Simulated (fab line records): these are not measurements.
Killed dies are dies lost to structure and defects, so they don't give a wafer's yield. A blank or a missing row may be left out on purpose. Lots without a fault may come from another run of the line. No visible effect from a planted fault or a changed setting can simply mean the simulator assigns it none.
Chamber matching	flow n5-finfet	rie-diel-03 running N5_BEOL_M5_ETCH_62: 4 sister chambers
The step etches SOC in N2/H2, target depth 75 nm, overetch 15 nm, time 112.5 s. 8 wafers are shown with their chamber, then 8 later ones without.

== WAFERS WITH THEIR CHAMBER ==
wafer	chamber	drypump-motor-current-A (A)	oes-product-au (a.u.)
L087.3	2	5.5	0.57
L087.6	0	6.3	0.57
L086.1	2	5.5	0.57
L086.6	1	6.0	0.66
L088.1	0	6.3	0.57
L088.3	3	5.6	0.54
L088.5	3	5.6	0.53
L089.3	1	6.1	0.66

== WAFERS WITHOUT THEIR CHAMBER ==
wafer	drypump-motor-current-A (A)	oes-product-au (a.u.)
L089.5	5.6	0.54
L089.6	5.5	0.57
L094.1	5.6	0.54
L094.3	6.0	0.66
L094.4	5.5	0.57
L097.2	6.3	0.55
L097.5	6.1	0.65
L097.6	5.5	0.56

== WHICH CHAMBER EACH WENT THROUGH ==
wafer	from the rows above	in truth
L089.5	3	3
L089.6	2	2
L094.1	3	3
L094.3	1	1
L094.4	2	2
L097.2	0	0
L097.5	1	1
L097.6	2	2
Correct placement for 8 of the 8. Not placeable from these rows: 0. Wrongly placed: 0.
How it was worked out, from the rows above alone: a wafer's distance from a chamber is the root of the sum, over the readings, of the square of ((its reading less the chamber's mean) divided by the reading's scatter). If the next closest chamber is less than 2 further off than the closest, the wafer can't be placed; otherwise it belongs to the closest. For every chamber, the mean is computed from those of its wafers that are shown. The scatter is the square root of a quotient: the sum, over the shown wafers, of each reading's squared deviation from its chamber's mean, divided by wafers minus chambers.
